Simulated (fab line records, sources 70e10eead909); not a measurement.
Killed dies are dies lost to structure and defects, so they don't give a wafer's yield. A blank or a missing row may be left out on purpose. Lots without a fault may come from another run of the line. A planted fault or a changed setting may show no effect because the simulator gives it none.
A struck lot beside a sound one | flow nand_harc | 33 steps out of a route of 1302
Sound: wafers L769.2, L769.5, L769.6. Struck: wafers L775.4, L775.5, L775.6. The cause comes at the end.
At each step with rows: each side's tool, then ch and its chambers, then its first start. Under that, the readings that differ: sound wafers | struck wafers | difference of the means | sigmas: that difference in standard deviations of wafers without a fault.
alike: readings whose means differ by less than 2 such deviations, and words and numbers that are the same on both sides. not compared: withheld readings, readings that some wafer has no value for, bounds like >300 that may hide the same value, and numbers for which the record gives no deviation and whose values overlap.
The two part at a step that has a row with sigmas, a row that says differs or no value, or rows on one side only. Numbers that don't overlap but have no deviation are shown without sigmas and don't part them. A reading that every wafer of one side lacks parts them only if that side has two wafers or more.

first, 8 steps without rows for these wafers: NHARC_P_M2_EBR_05; NHARC_P_M2_EXPOSE_06 (exposes mask P M2, target cd 170 nm); NHARC_P_M2_PEB_07 (peb time 65 s); NHARC_P_M2_DEVELOP_08 (develop time 35 s); NHARC_P_M2_DESCUM_14 (chemistry O2, time 3 s); NHARC_P_M2_ETCH_35 (etches the open film in N2/H2, target depth 40 nm, overetch 12 nm, time 43.94 s); NHARC_P_M2_ETCH_15 (etches the open film in C4F8/Ar, target depth 182.5 nm, time 91.2 s); NHARC_P_M2_STRIP_18 (strips in N2/H2).
NHARC_P_M2_ETCH_28: etches the open film in CF4/N2, target depth 30 nm, time 72.99 s.
  sound on rie_diel-01 ch 0,1, day 11 02:49; struck on rie_diel-05 ch 0,1, day 13 21:29
  alike: bias_w, drypump_motor_current_A, oes_product_au, rf_vpp_V, showerhead_plenum_p_Torr, throttle_valve_pct
  not compared: rf_hours_counter_h
then, 23 steps without rows for these wafers: NHARC_P_M2_STRIP_19 (strips in post etch residue remover, time 600 s); NHARC_P_M2_DEGAS_29 (time 60 s); NHARC_P_M2_PRE_CLEAN_30 (time 30 s); NHARC_P_M2_PVD_20 (deposits TaN, target thk 5 nm, time 8.06 s); NHARC_P_M2_PVD_21 (deposits Cu, target thk 30 nm, time 20.49 s); NHARC_P_M2_ECD_22 (material Cu, target thk 400 nm); NHARC_P_M2_ANNEAL_31 (time 90 s); NHARC_P_M2_CMP_23 (polishes, t overpolish 20 s, target thk 144.3 nm); NHARC_P_M2_SRD_25; NHARC_P_M2_PRE_CLEAN_32 (time 12 s); NHARC_P_M2_DEP_33 (deposits SiCN, target thk 30 nm); NHARC_P_BONDPAD_DEP_00 (deposits SiCN, target thk 250 nm); NHARC_P_BONDPAD_CMP_32 (polishes SiCN, target thk 200 nm); NHARC_P_BONDPAD_SRD_34; NHARC_P_BONDPAD_DEHYDRATE_01 (time 120 s); NHARC_P_BONDPAD_HMDS_02 (time 30 s); NHARC_P_BONDPAD_COAT_36 (time 65 s); NHARC_P_BONDPAD_COAT_03 (resist thk 600 nm); NHARC_P_BONDPAD_SOFTBAKE_04 (time 70 s); NHARC_P_BONDPAD_EBR_05; NHARC_P_BONDPAD_EXPOSE_06 (exposes mask P BPAD); NHARC_P_BONDPAD_PEB_07 (peb time 80 s); NHARC_P_BONDPAD_DEVELOP_08 (time 50 s).
-- the record jumps here: 18 days lie between the struck wafers' starts before and after (it left off in module P_BONDPAD and takes up again in module END, whose first step shown is number 1302 of the route) --
NHARC_END_SORT_01:
  the record has rows for the struck wafers here (prober-02 ch 0, day 32 07:15) and none for the sound ones

WHERE THEY PART
Only at NHARC_END_SORT_01, within this record.

WHY: what the simulator had put in
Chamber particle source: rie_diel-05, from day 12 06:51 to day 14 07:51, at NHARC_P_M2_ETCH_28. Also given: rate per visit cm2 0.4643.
